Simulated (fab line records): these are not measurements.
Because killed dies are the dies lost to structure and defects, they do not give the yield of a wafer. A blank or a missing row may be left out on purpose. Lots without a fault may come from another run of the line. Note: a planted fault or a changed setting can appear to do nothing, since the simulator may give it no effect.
Comparing a struck lot with a sound one ; flow n5_finfet ; 41 steps out of a route of 1938
Sound: wafers L573.2, L573.4, L573.6. Struck: wafer L590.2 (L590.3, L590.6, from the same lot, were not struck and are left out); the cause is given at the end.
At each step with rows: each side's tool, then ch and its chambers, then its first start. Under that, the readings that differ: sound wafers ; struck wafers ; difference of the means ; sigmas: that difference in standard deviations of wafers without a fault.
alike: readings with means less than 2 such deviations apart, plus words and numbers identical on both sides. not compared: withheld readings, readings lacking a value on some wafer, bounds such as >300 that could conceal the same value, and numbers that have no deviation in the record and whose values overlap.
Wherever a step has rows on one side only, a row that says differs or no value, or a row with sigmas, the two part there. Non-overlapping numbers with no deviation appear without sigmas and do not part them. Lack of a reading on every wafer of one side parts them only where that side has two or more wafers.

first, 8 steps without rows for these wafers: N5_BEOL_M0_CUTY_STRIP_64 (strips in N2/H2); N5_BEOL_M0_ETCH_138 (etches SiCN in CH3F/O2, target depth 12 nm, time 31.6 s); N5_BEOL_M0_HM_OPEN_105 (chemistry Cl2/BCl3, target TiN, target depth 12 nm); N5_BEOL_M0_STRIP_140 (strips in CF4); N5_BEOL_M0_STRIP_104 (strips in N2/H2); N5_BEOL_M0_WET_ETCH_106 (etches SiO2 in DHF, target depth 130 nm, rinse time 30 s); N5_BEOL_M0_ETCH_128 (etches SiCN in CF4/N2, target depth 12 nm, overetch 5.1 nm, time 21.4 s); N5_BEOL_M0_TRENCH_ETCH_107 (etches SiOC in C4F6/O2, target depth 32.8 nm, time 16.4 s).
N5_BEOL_M0_STRIP_142: strips in N2/H2, time 10 s.
  sound on rie_diel-03 ch 1,2,3, day 6 21:37; struck on rie_diel-04 ch 2, day 11 05:34
reading;sound;struck;difference;sigmas
throttle_valve_pct (%);23.9 23.2 23.2;24.4;+1.0;+3
  alike: bias_power_w, drypump_motor_current_A, oes_product_au, rf_vpp_V, showerhead_plenum_p_Torr
  not compared: rf_hours_counter_h
N5_BEOL_M0_OCD_MEAS_108:
  sound: ocd-01 at day 6 21:41; struck: ocd-01 at day 11 05:39
  alike: trench_depth_nm
then, 2 steps without rows for these wafers: N5_BEOL_M0_HM_STRIP_129 (strips TiN in peroxide tin strip, target depth 17 nm, time 108 s); N5_BEOL_M0_SRD_130 (time 30 s).
N5_BEOL_M0_ETCH_109: etches SiCN in CH3F/O2, target depth 8 nm, overetch 2.4 nm, time 27.4 s.
  sound on rie_diel-03 ch 0,3, day 6 21:53; struck on rie_diel-04 ch 2, day 11 06:16
  alike: drypump_motor_current_A, oes_product_au, rf_fwd_power_W, rf_vpp_V, showerhead_plenum_p_Torr, throttle_valve_pct
  not compared: rf_hours_counter_h
then, 2 steps without rows for these wafers: N5_BEOL_M0_STRIP_139 (strips in post etch residue remover, time 60 s); N5_BEOL_M0_SRD_111 (time 30 s).
N5_BEOL_M0_DEGAS_112: time 60 s.
  sound: pvd_sputter-02 at day 6 22:42; struck: pvd_sputter-03 at day 11 06:32
  alike: heater_power_w
then, 2 steps without rows for these wafers: N5_BEOL_M0_PRE_CLEAN_113 (time 30 s); N5_BEOL_M0_ALD_136 (deposits TaN, pulse time 2 s, purge time 3 s, co reactant purge time 2 s).
N5_BEOL_M0_SURFACE_TREAT_137:
  sound: pvd_sputter-02 at day 6 23:28; struck: pvd_sputter-02 at day 11 07:48
  not compared: throttle_valve_pct
then, 1 step without rows for these wafers: N5_BEOL_M0_CVD_115 (deposits Co from CCTBA/H2, time 120 s).
N5_BEOL_M0_SPUTTER_116: material Cu, target thk 4 nm, time 7.37 s.
  sound: pvd_sputter-03 at day 6 23:42; struck: pvd_sputter-02 at day 11 08:16
  alike: chuck_sensor_temp_C, substrate_temp_c, throttle_valve_pct
N5_BEOL_M0_ANNEAL_117: time 60 s.
  sound: pvd_sputter-03 at day 6 23:47; struck: pvd_sputter-02 at day 11 08:20
  alike: heater_power_w
then, 12 steps without rows for these wafers: N5_BEOL_M0_SPUTTER_132 (material Cu, target thk 4 nm, time 7.37 s); N5_BEOL_M0_ANNEAL_133 (time 60 s); N5_BEOL_M0_SPUTTER_134 (material Cu, target thk 4 nm, time 7.37 s); N5_BEOL_M0_ANNEAL_135 (time 60 s); N5_BEOL_M0_SPUTTER_141 (material Cu, target thk 4 nm, time 7.37 s); N5_BEOL_M0_ECD_118 (material Cu, target thk 300 nm); N5_BEOL_M0_ANNEAL_119 (time 90 s); N5_BEOL_M0_CMP_120 (polishes, stops on SiOC, t overpolish 6.9 s); N5_BEOL_M0_PRE_CLEAN_131 (time 15 s); N5_BEOL_M0_CO_CAP_123 (material Co, precursor CCTBA/H2, target thk 2 nm, time 102.1 s); N5_BEOL_M0_PRE_CLEAN_124 (time 15 s); N5_BEOL_M0_DEP_125 (deposits SiCN from 3MS/NH3, target thk 8 nm, time 14 s).
N5_BEOL_M0_RS_MEAS_126: the measuring method here is four-point-probe.
  sound: film_metro-01 at day 7 01:06; struck: film_metro-01 at day 11 10:03
reading;sound;struck;difference;sigmas
M0_RS (ohm/sq);0.513 0.504 0.504;0.553;+0.046;+3
then, 1 step without rows for these wafers: N5_BEOL_M1_ILD_DEP_00 (deposits SiOC from DEMS/O2, target thk 79 nm, time 15.3 s).
N5_BEOL_M1_THK_MEAS_01:
  sound: film_metro-01 at day 7 01:14; struck: film_metro-02 at day 11 10:11
  alike: M1_ILD_THK
then, 3 steps without rows for these wafers: N5_BEOL_M1_PECVD_72 (deposits SiO2 from TEOS/O2, target thk 16 nm, time 18 s); N5_BEOL_M1_HM_DEP_02 (deposits TiN, target thk 20 nm); N5_BEOL_M1_COAT_61 (time 60 s, resist thk 60 nm).
-- the record jumps here: 6 days lie between the struck wafers' starts before and after (it left off in module BEOL_M1 and takes up again in module PASSIVATION, whose first step shown is number 1936 of the route) --
N5_PASSIVATION_PROBE_49:
  only the struck wafers here have rows in the record (prober-02, day 17 11:59); the sound ones have none

== WHERE THEY PART ==
First at N5_BEOL_M0_STRIP_142; last, within this record, at N5_PASSIVATION_PROBE_49.

WHY: what the simulator had put in
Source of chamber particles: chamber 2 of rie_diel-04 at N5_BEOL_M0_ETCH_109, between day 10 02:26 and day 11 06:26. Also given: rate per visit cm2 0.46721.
